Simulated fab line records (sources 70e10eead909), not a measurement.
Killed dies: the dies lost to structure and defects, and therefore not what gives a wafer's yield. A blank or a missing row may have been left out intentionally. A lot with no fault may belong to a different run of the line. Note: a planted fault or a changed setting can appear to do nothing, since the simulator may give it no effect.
fab line records | flow nandHarc
record lots=13 | wafers=39 | lastDay=24
route steps=1159 shown A_WL_FILL@810
lots untouched by any fault: they come from a run of this same line in which no faults occurred
startH: the number of hours between the record's first day and the start of the first shown wafer of the lot | waitH: how many hours have passed since the lot's step before this one | " identical to the entry in the row above | L1.1+2: several wafers, shown together as one row | - no value, or no start was given | * or withheld: withheld | < > ~ a bound
route shown NAME@n: NAME is a module with steps in the file, n the number in the route of the first one | usual: mean/standard deviation of fault-free wafers | same: alike in all rows | chamber/n: place in a boat | sites: per-site readings | _std_site: the values' standard deviation | _edge_site: inner sites' mean taken away from outer sites' mean | radiusMm: for every site, how far away it sits from the centre of the wafer | mask NAME#n: copy n | behind: tool/chamber where the wafer was last shaped | hold: cause of the lot's hold/its duration in hours/its outcome | device: whichever transistor did not switch (one of n, p or np) | end of line: tests of these same wafers at the route's end | a step without rows: its recipe alone | killed: at the first sort, the dies lost to defects and structure; wafer yield is something else | map: a wafer's dies, marking killed ones x, the rest . and places with no die _
set.NAME: the run value of the setting; set.NAME@STEP: its run value at that earlier step | model.NAME: the simulator's own value behind a step, which no gauge read
route steps across a sampled set of lots; one table per step, one row per wafer
services: the hour from which a tool's chamber was out of use, counted from the record's first day as startH (under 0 if before that day), plus the number of hours and why
## steps
# step NHARC_A_WL_FILL_RTA_01
# recipe tempC=1000 | timeS=5
# usual lampPowerPct=29.7/1.1 | lamp_zone_1_pct=29.7/1.1 | lamp_zone_5_pct=29.7/1.1 | lamp_zone_6_pct=29.6/1.1 | wafer_temp_C_max=1004.0/1.5
lot.wafer | tool         | chamber | startH | waitH | lampPowerPct | lamp_zone_1_pct | lamp_zone_5_pct | lamp_zone_6_pct | wafer_temp_C_max
L674.1    | rtpAnneal-01 | 0       | 346.77 | -     | 28.6         | 28.7            | 28.7            | 28.6            | 1004.8
L674.3    | "            | 0       | "      | "     | 28.7         | 28.7            | 28.7            | 28.6            | 1005.1
L674.6    | "            | 0       | "      | "     | 28.7         | 28.7            | 28.7            | 28.6            | 1004.4
L678.1    | rtpAnneal-01 | 0       | 358.47 | -     | 28.7         | 28.6            | 28.6            | 28.6            | 1005.5
L678.2    | "            | 0       | "      | "     | 28.7         | 28.7            | 28.7            | 28.6            | 1004.7
L678.6    | "            | 0       | "      | "     | 28.6         | 28.7            | 28.7            | 28.6            | 1006.0
L681.1    | rtpAnneal-01 | 0       | 379.52 | -     | 28.6         | 28.7            | 28.7            | 28.6            | 1004.7
L681.4    | "            | 0       | "      | "     | 28.7         | 28.7            | 28.7            | 28.6            | 1005.3
L681.6    | "            | 0       | "      | "     | 28.7         | 28.7            | 28.7            | 28.6            | 1004.7
L683.2    | rtpAnneal-02 | 0       | 383.89 | -     | 30.9         | 30.9            | 30.9            | 30.8            | 1003.2
L683.4    | "            | 0       | "      | "     | 30.9         | 30.9            | 30.9            | 30.8            | 1002.5
L683.6    | "            | 0       | "      | "     | 30.9         | 30.9            | 30.9            | 30.8            | 1002.5
L680.2    | rtpAnneal-02 | 0       | 384.06 | -     | 30.8         | 30.8            | 30.8            | 30.8            | 1004.3
L680.3    | "            | 0       | "      | "     | 30.8         | 30.9            | 30.8            | 30.8            | 1002.7
L680.6    | "            | 0       | "      | "     | 30.8         | 30.8            | 30.8            | 30.7            | 1002.3
L679.1    | rtpAnneal-01 | 0       | 384.25 | -     | 28.6         | 28.7            | 28.6            | 28.6            | 1004.6
L679.3    | "            | 0       | "      | "     | 28.7         | 28.6            | 28.6            | 28.5            | 1005.6
L679.5    | "            | 0       | "      | "     | 28.7         | 28.7            | 28.7            | 28.6            | 1006.0
L685.1    | rtpAnneal-02 | 0       | 413.83 | -     | 30.9         | 30.9            | 30.9            | 30.9            | 1002.9
L685.2    | "            | 0       | "      | "     | 30.9         | 30.9            | 30.9            | 30.8            | 1002.9
L685.5    | "            | 0       | "      | "     | 30.9         | 30.9            | 30.9            | 30.9            | 1001.5
L688.1    | rtpAnneal-01 | 0       | 414.37 | -     | 28.7         | 28.7            | 28.7            | 28.6            | 1004.0
L688.4    | "            | 0       | "      | "     | 28.7         | 28.6            | 28.6            | 28.6            | 1005.0
L688.6    | "            | 0       | "      | "     | 28.7         | 28.6            | 28.7            | 28.6            | 1006.2
L689.1    | rtpAnneal-01 | 0       | 424.70 | -     | 28.7         | 28.7            | 28.7            | 28.6            | 1006.0
L689.3    | "            | 0       | "      | "     | 28.7         | 28.7            | 28.7            | 28.6            | 1005.3
L689.6    | "            | 0       | "      | "     | 28.7         | 28.7            | 28.7            | 28.6            | 1006.0
L692.2    | rtpAnneal-02 | 0       | 438.98 | -     | 30.9         | 30.8            | 30.9            | 30.8            | 1002.6
L692.3    | "            | 0       | "      | "     | 30.9         | 30.9            | 30.9            | 30.8            | 1003.2
L692.4    | "            | 0       | "      | "     | 30.9         | 30.8            | 30.9            | 30.8            | 1002.7
L691.3    | rtpAnneal-02 | 0       | 439.35 | -     | 30.8         | 30.9            | 30.9            | 30.8            | 1002.1
L691.4    | "            | 0       | "      | "     | 30.9         | 30.9            | 30.9            | 30.9            | 1003.0
L691.6    | "            | 0       | "      | "     | 30.9         | 30.9            | 30.9            | 30.8            | 1002.2
L693.1    | rtpAnneal-02 | 0       | 452.88 | -     | 30.8         | 30.9            | 30.9            | 30.8            | 1002.3
L693.2    | "            | 0       | "      | "     | 30.9         | 30.8            | 30.8            | 30.8            | 1004.4
L693.5    | "            | 0       | "      | "     | 30.8         | 30.8            | 30.9            | 30.7            | 1003.7
L696.3    | rtpAnneal-02 | 0       | 471.14 | 0.5   | 30.9         | 30.8            | 30.9            | 30.8            | 1002.4
L696.4    | "            | 0       | "      | "     | 30.9         | 30.9            | 30.9            | 30.8            | 1003.4
L696.6    | "            | 0       | "      | "     | 30.9         | 30.9            | 30.9            | 30.8            | 1001.4
# step NHARC_A_WL_FILL_STRIP_27
# recipe powerW=1500 | tempC=250 | timeS=20 | chemistry=N2/H2
# usual drypumpMotorCurrentA=5.63/0.28 | heaterPowerW=306/16
lot.wafer | tool           | chamber | startH | waitH | drypumpMotorCurrentA | heaterPowerW | rfHoursCounterH
L674.1    | plasmaAsher-02 | 0       | 353.70 | 0.1   | 5.95                 | 281          | 61
L674.3    | "              | 0       | "      | "     | 5.94                 | 280          | -
L674.6    | "              | 0       | "      | "     | 5.99                 | 281          | -
L678.1    | plasmaAsher-01 | 1       | 363.27 | 0.6   | 5.68                 | 317          | 24
L678.2    | "              | 0       | "      | "     | 5.16                 | 319          | 24
L678.6    | "              | 0       | "      | "     | 5.18                 | 323          | -
L681.1    | plasmaAsher-02 | 1       | 384.13 | 0.3   | 5.70                 | 307          | 3
L681.4    | "              | 0       | "      | "     | 6.00                 | 283          | -
L681.6    | "              | 1       | "      | "     | 5.67                 | 310          | -
L683.2    | plasmaAsher-01 | 1       | 392.51 | 0.1   | 5.70                 | 327          | 35
L683.4    | "              | 1       | "      | "     | 5.70                 | 320          | -
L683.6    | "              | 1       | "      | "     | 5.70                 | 316          | -
L680.2    | plasmaAsher-02 | 1       | 395.39 | 0.1   | 5.65                 | 313          | 7
L680.3    | "              | 0       | "      | "     | 5.93                 | 278          | -
L680.6    | "              | 0       | "      | "     | 5.96                 | 284          | -
L679.1    | plasmaAsher-01 | 0       | 398.23 | 0.2   | 5.17                 | 312          | 37
L679.3    | "              | 1       | "      | "     | 5.71                 | 321          | -
L679.5    | "              | 1       | "      | "     | 5.71                 | 321          | -
L685.2    | plasmaAsher-01 | 0       | 424.62 | 0.1   | 5.19                 | 311          | 45
L685.1    | "              | 1       | "      | "     | 5.70                 | 317          | 45
L685.5    | "              | 1       | "      | "     | 5.71                 | 313          | -
L688.1    | plasmaAsher-02 | 0       | 427.48 | 0.1   | 5.94                 | 276          | 20
L688.4    | "              | 1       | "      | "     | 5.69                 | 300          | -
L688.6    | "              | 0       | "      | "     | 5.91                 | 276          | -
L689.1    | plasmaAsher-01 | 1       | 430.50 | 0.1   | 5.70                 | 324          | 47
L689.3    | "              | 0       | "      | "     | 5.17                 | 308          | -
L689.6    | "              | 0       | "      | "     | 5.15                 | 316          | -
L692.2    | plasmaAsher-01 | 0       | 445.38 | 0.2   | 5.17                 | 322          | 52
L692.3    | "              | 1       | "      | "     | 5.69                 | 323          | -
L692.4    | "              | 0       | "      | "     | 5.16                 | 312          | -
L691.4    | plasmaAsher-01 | 0       | 446.96 | 0.2   | 5.18                 | 315          | -
L691.3    | "              | 1       | "      | "     | 5.69                 | 316          | -
L691.6    | "              | 0       | "      | "     | 5.18                 | 315          | -
L693.1    | plasmaAsher-02 | 0       | 461.83 | 0.1   | 5.95                 | 276          | 35
L693.2    | "              | 1       | "      | "     | 5.68                 | 305          | 35
L693.5    | "              | 1       | "      | "     | 5.67                 | 303          | -
L696.4    | plasmaAsher-02 | 1       | 475.51 | 0.1   | 5.66                 | 311          | -
L696.3    | "              | 0       | "      | "     | 5.94                 | 277          | -
L696.6    | "              | 0       | "      | "     | 5.97                 | 277          | -
# step NHARC_A_WL_FILL_ETCHBACK_16
# recipe targetDepthA=880 | timeS=17.6 | c4f8FlowSccm=withheld | o2FlowSccm=8 | arFlowSccm=withheld | rfW=600 | biasW=800 | chemistry=C4F8/O2/Ar
# usual biasW=799.8/2.3 | oesProductAu=0.99/0.03 | rfVppV=723/4.5
lot.wafer | tool       | chamber | startH | waitH | biasW | oesProductAu | rfHoursCounterH | rfVppV
L674.3    | rieDiel-06 | 0       | -      | -     | 801.4 | 0.98         | 2.8             | 725
L674.1    | "          | 2       | "      | "     | 799.8 | 1.01         | 2.8             | 727
L674.6    | "          | 0       | "      | "     | 800.1 | 0.99         | -               | 728
L678.2    | rieDiel-06 | 2       | -      | -     | 798.6 | 0.93         | 2.8             | 727
L678.1    | "          | 1       | "      | "     | 802.1 | 0.93         | 2.8             | 723
L678.6    | "          | 3       | "      | "     | 797.5 | 0.93         | -               | 729
L681.1    | rieDiel-09 | 2       | -      | -     | 801.1 | 1.02         | 4.8             | 718
L681.4    | "          | 0       | "      | "     | 800.8 | 0.98         | 5.2             | 720
L681.6    | "          | 2       | "      | "     | 801.2 | 1.02         | -               | 720
L683.2    | rieDiel-09 | 1       | -      | -     | 795.7 | 0.96         | 5.2             | 718
L683.4    | "          | 3       | "      | "     | 801.8 | 0.93         | 4.9             | 721
L683.6    | "          | 2       | "      | "     | 804.4 | 0.94         | -               | 716
L680.2    | rieDiel-09 | 0       | -      | -     | 794.3 | 0.98         | 5.6             | 720
L680.3    | "          | 1       | "      | "     | 799.3 | 1.03         | 5.2             | 715
L680.6    | "          | 1       | "      | "     | 797.5 | 1.03         | -               | 715
L679.3    | rieDiel-08 | 2       | -      | -     | 800.0 | 0.99         | 6.2             | 725
L679.1    | "          | 0       | "      | "     | 799.3 | 0.98         | 6.8             | 726
L679.5    | "          | 2       | "      | "     | 802.6 | 0.99         | -               | 723
L685.1    | rieDiel-08 | 3       | -      | -     | 797.1 | 0.99         | 7.7             | 727
L685.2    | "          | 0       | "      | "     | 798.2 | 0.96         | 7.9             | 724
L685.5    | "          | 3       | "      | "     | 799.8 | 1.00         | -               | 729
L688.1    | rieDiel-08 | 0       | -      | -     | 804.0 | 0.96         | 9.0             | 724
L688.4    | "          | 2       | "      | "     | 802.0 | 0.97         | 8.7             | 722
L688.6    | "          | 3       | "      | "     | 795.2 | 0.97         | -               | 728
L689.3    | rieDiel-06 | 1       | -      | -     | 799.9 | 1.00         | 0.3             | 722
L689.1    | "          | 2       | "      | "     | 800.5 | 0.97         | 0.3             | 726
L689.6    | "          | 2       | "      | "     | 802.3 | 0.97         | -               | 727
L692.4    | rieDiel-06 | 1       | -      | -     | 799.9 | 0.93         | 0.4             | 719
L692.2    | "          | 2       | "      | "     | 804.1 | 0.91         | 0.5             | 726
L692.3    | "          | 3       | "      | "     | 801.7 | 0.92         | 0.5             | 729
L691.3    | rieDiel-09 | 1       | -      | -     | 800.9 | 1.04         | 0.5             | 716
L691.4    | "          | 1       | "      | "     | 802.2 | 1.03         | -               | 716
L691.6    | "          | 3       | "      | "     | 797.9 | 1.02         | -               | 720
L693.2    | rieDiel-06 | 3       | -      | -     | 802.7 | 0.99         | 0.9             | 728
L693.1    | "          | 2       | "      | "     | 801.6 | 0.99         | 0.9             | 725
L693.5    | "          | 3       | "      | "     | 801.0 | 0.99         | -               | 728
L696.3    | rieDiel-09 | 1       | -      | -     | 798.2 | 1.03         | 2.0             | 717
L696.4    | "          | 2       | "      | "     | 803.1 | 1.02         | 1.9             | 717
L696.6    | "          | 1       | "      | "     | 798.6 | 1.02         | -               | 716
# step NHARC_A_WL_FILL_ETCHBACK_17
# recipe targetDepthA=40 | timeS=26.7 | chemistry=Cl2/BCl3
# usual drypumpMotorCurrentA=5.4/0.44 | oesProductAu=1.005/0.013
lot.wafer | tool        | chamber | startH | waitH | drypumpMotorCurrentA | oesProductAu | rfHoursCounterH
L674.1    | rieMetal-03 | 1       | 366.19 | -     | 5.3                  | 0.993        | 1.4
L674.3    | "           | 1       | "      | "     | 5.3                  | 0.985        | -
L674.6    | "           | 0       | "      | "     | 5.4                  | 1.013        | -
L678.1    | rieMetal-03 | 0       | 374.64 | -     | 5.3                  | 0.999        | 2.8
L678.2    | "           | 1       | "      | "     | 5.3                  | 0.981        | 1.5
L678.6    | "           | 1       | "      | "     | 5.3                  | 0.981        | -
L681.1    | rieMetal-03 | 0       | 394.45 | -     | 5.3                  | 0.995        | 3.3
L681.4    | "           | 1       | "      | "     | 5.3                  | 0.989        | -
L681.6    | "           | 0       | "      | "     | 5.3                  | 0.998        | -
L683.2    | rieMetal-03 | 0       | 402.61 | -     | 5.3                  | 1.001        | 3.6
L683.4    | "           | 0       | "      | "     | 5.3                  | 1.002        | -
L683.6    | "           | 1       | "      | "     | 5.3                  | 0.982        | -
L680.2    | rieMetal-01 | 0       | 406.23 | -     | 5.8                  | 1.004        | 2.1
L680.3    | "           | 0       | "      | "     | 5.8                  | 1.010        | -
L680.6    | "           | 1       | "      | "     | 5.1                  | 0.994        | -
L679.1    | rieMetal-03 | 1       | 408.24 | -     | 5.3                  | 0.992        | 2.3
L679.3    | "           | 0       | "      | "     | 5.3                  | 0.998        | -
L679.5    | "           | 1       | "      | "     | 5.3                  | 0.987        | -
L685.2    | rieMetal-03 | 0       | 431.80 | -     | 5.3                  | 0.999        | 4.4
L685.1    | "           | 1       | "      | "     | 5.3                  | 0.991        | 3.1
L685.5    | "           | 0       | "      | "     | 5.3                  | 0.998        | -
L688.1    | rieMetal-03 | 1       | 435.90 | -     | 5.3                  | 0.819        | 3.4
L688.4    | "           | 0       | "      | "     | 5.3                  | 0.813        | -
L688.6    | "           | 1       | "      | "     | 5.3                  | 0.995        | -
L689.1    | rieMetal-03 | 0       | 440.85 | -     | 5.4                  | 0.820        | 4.8
L689.3    | "           | 0       | "      | "     | 5.4                  | 1.004        | -
L689.6    | "           | 1       | "      | "     | 5.3                  | 0.987        | -
L692.2    | rieMetal-01 | 1       | 455.70 | -     | 5.2                  | 1.001        | -
L692.3    | "           | 1       | "      | "     | 5.2                  | 1.008        | -
L692.4    | "           | 1       | "      | "     | 5.2                  | 1.004        | -
L691.3    | rieMetal-02 | 1       | 455.72 | -     | 4.8                  | 1.023        | -
L691.4    | "           | 0       | "      | "     | 6.1                  | 1.007        | -
L691.6    | "           | 0       | "      | "     | 6.1                  | 1.012        | -
L693.2    | rieMetal-02 | 0       | 472.19 | -     | 6.1                  | 1.007        | 2.3
L693.1    | "           | 1       | "      | "     | 4.8                  | 1.023        | 2.3
L693.5    | "           | 1       | "      | "     | 4.8                  | 1.016        | -
L696.3    | rieMetal-01 | 0       | 488.58 | -     | 5.8                  | 1.015        | -
L696.4    | "           | 1       | "      | "     | 5.1                  | 1.031        | -
L696.6    | "           | 0       | "      | "     | 5.8                  | 1.012        | -
## services
tool           | chamber | startH | hours | kind
rieMetal-03    | 1       | 330.75 | 2.4   | repair
rieMetal-01    | -       | 332.00 | 9.0   | pm
rieMetal-03    | 1       | 339.93 | 26.2  | repair
rieDiel-09     | -       | 349.07 | 0.5   | repair
plasmaAsher-02 | -       | 360.21 | 9.0   | pm
rieDiel-08     | 1       | 374.74 | 5.0   | repair
rieMetal-01    | -       | 380.37 | 0.3   | repair
rieMetal-02    | -       | 388.00 | 9.0   | pm
rieDiel-06     | -       | 418.20 | 9.0   | pm
rieDiel-09     | 3       | 419.53 | 2.0   | repair
rieDiel-09     | -       | 431.10 | 9.0   | pm
rieMetal-01    | 0       | 443.91 | 19.7  | repair
rieDiel-09     | 2       | 450.12 | 10.6  | repair
rieDiel-08     | 0       | 451.13 | 4.8   | repair
rieMetal-03    | -       | 453.00 | 9.0   | pm
rieMetal-03    | 0       | 453.00 | 9.0   | ventCycle
rieMetal-03    | 1       | 453.00 | 9.0   | ventCycle
plasmaAsher-01 | -       | 453.70 | 9.0   | pm
plasmaAsher-01 | 0       | 453.70 | 9.0   | ventCycle
rieMetal-03    | 0       | 462.00 | -     | clean
rieMetal-03    | 1       | 462.00 | -     | clean
rieMetal-01    | -       | 472.07 | 0.5   | repair
rieDiel-06     | 0       | 478.18 | 7.4   | repair
rieDiel-08     | -       | 478.80 | 9.0   | pm
## key
firstSign step=NHARC_A_WL_FILL_ETCHBACK_17 | reading=oesProductAu | direction=down | sigmas=15 | usual=1.005 | struck=0.817
effect none on later readings
metAt NHARC_A_WL_FILL_ETCHBACK_17
struckLots L688,L689
struckWafers L688.1,L688.4,L689.1
testerLeftOut L688,L689
notActingAt NHARC_A_WL_FILL_RTA_01,NHARC_A_WL_FILL_STRIP_27,NHARC_A_WL_FILL_ETCHBACK_16
onsetBetween 431.80 435.90
fault kind=processParameterDrift | tool=rieMetal-03 | chamber=- | onsetH=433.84 | steps=NHARC_A_WL_FILL_ETCHBACK_17 | channel=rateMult | offset=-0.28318 | shape=step | endH=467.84 | scope=struckWafersOnly
# testerLeftOut: of these lots the tester's yield and bins aren't shown, on N5 and GAA mostly nor the transistor test; their killed dies are dies lost to structure and defects alone, not to doping, threshold or leakage, so they don't give the yield
